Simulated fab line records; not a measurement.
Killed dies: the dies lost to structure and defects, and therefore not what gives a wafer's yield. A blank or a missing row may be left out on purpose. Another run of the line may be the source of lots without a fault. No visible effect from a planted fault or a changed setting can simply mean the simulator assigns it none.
fab line records	flow n5_finfet
record: lots: 7	wafers: 39
route steps=1938 shown GATE_CUT@484 MOL_CONTACT_COAG@551
start_h: the number of hours between the record's first day and the start of the first shown wafer of the lot	wait_h: how many hours have passed since the lot's step before this one	" as in the row above	L1.1+2: one row covering several wafers at once	- no value, or no start was given	* or withheld: withheld	< > ~ a bound
route shown NAME@n: names a module that has steps shown in the file, with the first one's number in the route	usual: mean/standard deviation taken from wafers without a fault	same: alike in all rows	chamber/n: place in a boat	sites: per-site readings	_std_site: how widely they spread, as a standard deviation	_edge_site: mean of outer sites minus mean of inner sites	radius_mm: how far each site lies from the wafer's centre	mask NAME#n: copy n	behind: the most recent tool/chamber to have shaped the wafer	hold: what put the lot on hold/how long, in hours/how the hold closed	device: names the non-switching transistor (n, p or np)	end of line: at the end of the route, the tests of the same wafers	where a step has no rows: the recipe by itself	killed: count of dies lost to structure and defects at first sort (not the wafer's yield)	map: shows each die of a wafer: x if killed, . if not, _ if none is there
set.NAME: the run value of the setting; set.NAME@STEP: its run value at that earlier step	model.NAME: the simulator's own value behind a step, which no gauge read
one table per step and one row per wafer, for lots whose settings were changed on purpose
== steps ==
step: N5_GATE_CUT_EXPOSE_10
recipe: mask_id: GATE_CUT	na: 0.33	source_shape: annular	sigma_inner: 0.35	sigma_outer: 0.8	polarization: unpolarized	target_cd_nm: 20	dose_mj: 43.25
lot.wafer	tool	chamber	start_h	wait_h	mask	set.dose_mj
L075.1+3+4	euv_scanner-02	0	86.88	-	GATE_CUT#0	43.25
L075.2+5+6	"	0	"	"	GATE_CUT#0	45.39
L079.1+2+4	euv_scanner-01	0	112.56	-	GATE_CUT#0	40.82
L079.3+5+6	"	0	"	"	GATE_CUT#0	43.25
L084.1+2+3	euv_scanner-02	0	147.41	-	GATE_CUT#0	40.96
L084.4+5+6	"	0	"	"	GATE_CUT#0	43.25
L088.1+2+3+4+5+6	euv_scanner-01	0	165.52	-	GATE_CUT#0	43.25
L090.1+3+4	euv_scanner-02	0	181.78	-	GATE_CUT#0	46.65
L090.2+5+6	"	0	"	"	GATE_CUT#0	43.25
L093.1+4+5	euv_scanner-02	0	201.29	-	GATE_CUT#0	43.25
L093.2+3+6	"	0	"	"	GATE_CUT#0	46.22
L097.1+2+5	euv_scanner-02	0	223.46	-	GATE_CUT#0	43.25
step: N5_GATE_CUT_PEB_11
recipe: peb_temp_c: 100	peb_time_s: 60	resist: CAR-EUV
step: N5_GATE_CUT_DEVELOP_12
recipe: develop_time_s: 30	developer: TMAH	resist: CAR-EUV	rinse_liquid: surfactant_rinse	dry: air_spin	dev_temp_c: 23
step: N5_GATE_CUT_CD_MEAS_13
recipe: target_cd_nm: 20	landing_energy_ev: 500	detector: se_inlens
usual: cd_nm: 20.07/0.22
lot.wafer	tool	chamber	start_h	wait_h	set.dose_mj@GATE_CUT_EXPOSE_10	cd_nm
L075.1	cd_sem-01	0	87.01	-	43.25	20.46
L075.2	"	0	"	"	45.39	20.81
L075.3	"	0	"	"	43.25	19.97
L075.4	"	0	"	"	43.25	20.24
L075.5	"	0	"	"	45.39	20.87
L075.6	"	0	"	"	45.39	21.55
L079.1	cd_sem-02	0	112.69	-	40.82	18.51
L079.2	"	0	"	"	40.82	18.81
L079.3	"	0	"	"	43.25	20.30
L079.4	"	0	"	"	40.82	18.52
L079.5	"	0	"	"	43.25	20.38
L079.6	"	0	"	"	43.25	20.37
L084.1	cd_sem-03	0	147.54	-	40.96	18.96
L084.2	"	0	"	"	40.96	19.22
L084.3	"	0	"	"	40.96	18.92
L084.4	"	0	"	"	43.25	20.29
L084.5	"	0	"	"	43.25	19.82
L084.6	"	0	"	"	43.25	20.31
L088.1	cd_sem-01	0	165.66	-	43.25	20.40
L088.2	"	0	"	"	43.25	19.89
L088.3	"	0	"	"	43.25	20.38
L088.4	"	0	"	"	43.25	19.94
L088.5	"	0	"	"	43.25	20.28
L088.6	"	0	"	"	43.25	20.29
L090.1	cd_sem-03	0	181.91	-	46.65	21.02
L090.2	"	0	"	"	43.25	20.12
L090.3	"	0	"	"	46.65	21.33
L090.4	"	0	"	"	46.65	21.48
L090.5	"	0	"	"	43.25	20.34
L090.6	"	0	"	"	43.25	20.28
L093.1	cd_sem-02	0	201.42	-	43.25	20.02
L093.2	"	0	"	"	46.22	21.39
L093.3	"	0	"	"	46.22	21.31
L093.4	"	0	"	"	43.25	20.10
L093.5	"	0	"	"	43.25	19.85
L093.6	"	0	"	"	46.22	21.18
L097.1	cd_sem-02	0	223.60	-	43.25	20.36
L097.2	"	0	"	"	43.25	20.25
L097.5	"	0	"	"	43.25	20.22
step: N5_GATE_CUT_DESCUM_18
recipe: chemistry: O2	time_s: 7	source_power_w: 50	bias_power_w: 20	pressure_mtorr: 20	rf_frequency_hz: 2.712e+07	temp_c: 40	resist: CAR-EUV	o2_flow_sccm: 225
lot.wafer	tool	chamber	start_h	wait_h	set.dose_mj@GATE_CUT_EXPOSE_10	model.GATE_CUT.cd_nm
L075.1	rie_diel-05	0	87.13	0.0	43.25	20.2
L075.2+5	"	2,3	"	"	45.39	21
L075.3+4	"	3,1	"	"	43.25	20
L075.6	"	2	"	"	45.39	21.2
L079.1	rie_diel-05	1	112.98	0.2	40.82	18.8
L079.2+4	"	3,0	"	"	40.82	18.6
L079.3+6	"	2,3	"	"	43.25	20
L079.5	"	0	"	"	43.25	20.2
L084.1	rie_diel-06	3	147.79	0.2	40.96	18.8
L084.2+3	"	1,0	"	"	40.96	19
L084.4	"	2	"	"	43.25	20.2
L084.5	"	0	"	"	43.25	20
L084.6	"	3	"	"	43.25	20.4
L088.1+4+5+6	rie_diel-06	1,2,1,2	165.78	0.0	43.25	20.2
L088.2+3	"	0,3	"	"	43.25	20
L090.1+3	rie_diel-02	3,2	182.04	0.0	46.65	21.4
L090.2+5+6	"	1,2,1	"	"	43.25	20
L090.4	"	3	"	"	46.65	21.6
L093.1	rie_diel-02	2	201.58	0.1	43.25	20.2
L093.2+3+6	"	1,3,1	"	"	46.22	21.2
L093.4+5	"	0	"	"	43.25	19.8
L097.1+2+5	rie_diel-06	3,1,1	224.12	0.4	43.25	20
step: N5_GATE_CUT_ETCH_28
recipe: chemistry: N2/H2	target: underlayer	target_depth_a: 130	mask_material: CAR-EUV	time_s: 10.4	ion_energy_ev: 200	pressure_mtorr: 30	source_w: 840	bias_w: 150	n2_flow_sccm: 200	h2_flow_sccm: 200	ends: cleared
step: N5_GATE_CUT_ETCH_36
recipe: chemistry: CF4	target: SiARC	target_depth_a: 130	mask_material: CAR-EUV	time_s: 21.7	ion_energy_ev: 80	pressure_mtorr: 40	source_w: 545	bias_w: 36	Ar_flow_sccm: 100	cf4_flow_sccm: 100	ends: cleared
step: N5_GATE_CUT_STRIP_38
recipe: chemistry: N2/H2	temp_c: 40	n2_flow_sccm: 200	h2_flow_sccm: 200	rf_frequency_hz: 6e+07
step: N5_GATE_CUT_STRIP_39
recipe: chemistry: N2/H2	temp_c: 40	n2_flow_sccm: 200	h2_flow_sccm: 200	rf_frequency_hz: 6e+07
step: N5_GATE_CUT_HM_OPEN_40
recipe: chemistry: C4F6/O2	target: SiO2	mask_material: SiARC	target_depth_a: 1390	time_s: 85.1	ion_energy_ev: 250	pressure_mtorr: 30	source_w: 345	bias_w: 185	Ar_flow_sccm: 300	C4F6_flow_sccm: 10	O2_flow_sccm: 10	ends: cleared
lot.wafer	tool	chamber	start_h	wait_h	set.dose_mj@GATE_CUT_EXPOSE_10	model.GATE_CUT.cd_nm
L075.1	rie_diel-05	0	87.30	0.0	43.25	20.6
L075.2	"	2	"	"	45.39	21
L075.3	"	3	"	"	43.25	20.2
L075.4	"	1	"	"	43.25	20
L075.5	"	3	"	"	45.39	21.2
L075.6	"	2	"	"	45.39	21.4
L079.1+2	rie_diel-05	1,3	113.15	0.0	40.82	18.8
L079.3	"	2	"	"	43.25	20
L079.4	"	0	"	"	40.82	18.6
L079.5+6	"	0,3	"	"	43.25	20.2
L084.1	rie_diel-06	3	147.95	0.0	40.96	18.6
L084.2	"	1	"	"	40.96	19.2
L084.3	"	0	"	"	40.96	18.8
L084.4	"	2	"	"	43.25	20
L084.5	"	0	"	"	43.25	19.8
L084.6	"	3	"	"	43.25	20.4
L088.1+4+6	rie_diel-06	1,2,2	165.94	0.0	43.25	20.4
L088.2	"	0	"	"	43.25	20
L088.3+5	"	3,1	"	"	43.25	20.2
L090.1+3	rie_diel-02	3,2	182.20	0.0	46.65	21.4
L090.2	"	1	"	"	43.25	20
L090.4	"	3	"	"	46.65	21.6
L090.5	"	2	"	"	43.25	20.2
L090.6	"	1	"	"	43.25	19.8
L093.1	rie_diel-02	2	201.74	0.0	43.25	20.2
L093.2+6	"	1	"	"	46.22	21
L093.3	"	3	"	"	46.22	21.4
L093.4	"	0	"	"	43.25	19.6
L093.5	"	0	"	"	43.25	19.8
L097.1+2	rie_diel-06	3,1	224.29	0.0	43.25	20.2
L097.5	"	1	"	"	43.25	19.8
step: N5_GATE_CUT_STRIP_41
recipe: chemistry: CF4	resist: SiARC	power_w: 300	bias_power_w: 75	pressure_mtorr: 50	cf4_flow_sccm: 150	rf_frequency_hz: 6e+07
step: N5_GATE_CUT_STRIP_42
recipe: chemistry: O2	power_w: 400	temp_c: 40	pressure_mtorr: 30	rf_frequency_hz: 6e+07	bias_power_w: 0	overash_fraction: 0.3	o2_flow_sccm: 225
step: N5_GATE_CUT_CUT_ETCH_54
recipe: chemistry: Cl2/BCl3	target: TiN	mask_material: SiO2	target_depth_a: 967	pressure_mtorr: 10	icp_w: 1000	bias_w: 126	Cl2_flow_sccm: 53.25	bcl3_flow_sccm: 21.75	Ar_flow_sccm: 25	ends: cleared
step: N5_GATE_CUT_CUT_ETCH_55
recipe: chemistry: BCl3	target: HfO2	mask_material: SiO2	target_depth_a: 32	ion_energy_ev: 30	pressure_mtorr: 5	icp_w: 450	bias_w: 18	bcl3_flow_sccm: 80
step: N5_GATE_CUT_ETCH_47
recipe: chemistry: Cl2/BCl3	target: SiO2	target_depth_a: 100	pressure_mtorr: 10	icp_w: 1000	bias_w: 126	Cl2_flow_sccm: 53.25	bcl3_flow_sccm: 21.75	Ar_flow_sccm: 25
lot.wafer	tool	chamber	start_h	wait_h	set.dose_mj@GATE_CUT_EXPOSE_10	model.GATE_CUT.cd_nm
L075.1	rie_metal-03	1	87.68	0.0	43.25	20.4
L075.2	"	0	"	"	45.39	21.4
L075.3+4	"	1,0	"	"	43.25	20.2
L075.5	"	1	"	"	45.39	21.2
L075.6	"	0	"	"	45.39	21.6
L079.1	rie_metal-01	0	113.53	0.0	40.82	19
L079.2	"	1	"	"	40.82	18.8
L079.3	"	0	"	"	43.25	19.8
L079.4	"	1	"	"	40.82	18.6
L079.5	"	0	"	"	43.25	20.4
L079.6	"	1	"	"	43.25	20
L084.1+2+3	rie_metal-03	0,1,0	148.33	0.0	40.96	19
L084.4	"	1	"	"	43.25	19.6
L084.5	"	0	"	"	43.25	20.2
L084.6	"	1	"	"	43.25	19.8
L088.1	rie_metal-02	0	166.32	0.0	43.25	20.4
L088.2+3+5+6	"	1,1,0,1	"	"	43.25	20.2
L088.4	"	0	"	"	43.25	20.6
L090.1	rie_metal-02	0	182.58	0.0	46.65	21.2
L090.2+5	"	1,0	"	"	43.25	20
L090.3+4	"	1,0	"	"	46.65	21.4
L090.6	"	1	"	"	43.25	19.8
L093.1	rie_metal-01	0	202.12	0.0	43.25	20.4
L093.2+6	"	1	"	"	46.22	21
L093.3	"	0	"	"	46.22	21.4
L093.4	"	1	"	"	43.25	19.4
L093.5	"	0	"	"	43.25	19.8
L097.1+2+5	rie_metal-02	0,1,1	224.66	0.0	43.25	20.2
step: N5_MOL_CONTACT_COAG_SPUTTER_130
recipe: material: Co	target_thk_a: 475	temp_c: 25	chamber_pressure_pa: 0.5	power_w: 3000
lot.wafer	tool	chamber	start_h	wait_h	set.power_w	model.Co_of_MOL_CONTACT_COAG_SPUTTER_130.thk_nm
L075.1	pvd_sputter-02	-	95.88	0.0	2431	38.6
L075.2	"	-	"	"	3000	47.2
L075.3	"	-	"	"	2431	37.8
L075.4+5	"	-	"	"	3000	47.4
L075.6	"	-	"	"	2431	38.2
L079.1	pvd_sputter-01	-	123.57	0.0	3000	47
L079.2+5+6	"	-	"	"	3000	47.2
L079.3	"	-	"	"	3000	47.4
L079.4	"	-	"	"	3000	47.6
L084.1	pvd_sputter-03	-	158.61	0.0	3000	47.6
L084.2	"	-	"	"	2535	40.8
L084.3	"	-	"	"	3000	47.4
L084.4	"	-	"	"	3000	48
L084.5	"	-	"	"	2535	40.6
L084.6	"	-	"	"	2535	40.2
L088.1	pvd_sputter-01	-	174.72	0.0	3257	51.8
L088.2+6	"	-	"	"	3000	47.4
L088.3	"	-	"	"	3257	51.6
L088.4	"	-	"	"	3257	51.4
L088.5	"	-	"	"	3000	47.6
L090.1+4+5+6	pvd_sputter-01	-	194.18	0.0	3000	47.8
L090.2	"	-	"	"	3000	48
L090.3	"	-	"	"	3000	47.6
L093.1+2	pvd_sputter-02	-	211.58	0.0	3353	53.6
L093.3	"	-	"	"	3000	47.6
L093.4	"	-	"	"	3000	47.4
L093.5	"	-	"	"	3353	53.4
L093.6	"	-	"	"	3000	48.2
L097.1	pvd_sputter-01	-	233.97	0.0	3000	47.6
L097.2+5	"	-	"	"	3000	47.4
== key ==
split: step: N5_GATE_CUT_EXPOSE_10	setting: dose_mj	stated: 43.25	by: wafer
response: step: N5_GATE_CUT_CD_MEAS_13	reading: cd_nm	change: +0.191	per: 1%	r: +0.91
response: step: N5_GATE_CUT_DESCUM_18	reading: model.GATE_CUT.cd_nm	change: +0.206	per: 1%	r: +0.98
response: step: N5_GATE_CUT_HM_OPEN_40	reading: model.GATE_CUT.cd_nm	change: +0.202	per: 1%	r: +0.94
response: step: N5_GATE_CUT_ETCH_47	reading: model.GATE_CUT.cd_nm	change: +0.192	per: 1%	r: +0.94
split: step: N5_MOL_CONTACT_COAG_SPUTTER_130	setting: power_w	stated: 3000	by: wafer
response: step: N5_MOL_CONTACT_COAG_SPUTTER_130	reading: model.Co_of_MOL_CONTACT_COAG_SPUTTER_130.thk_nm	change: +0.477	per: 1%	r: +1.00
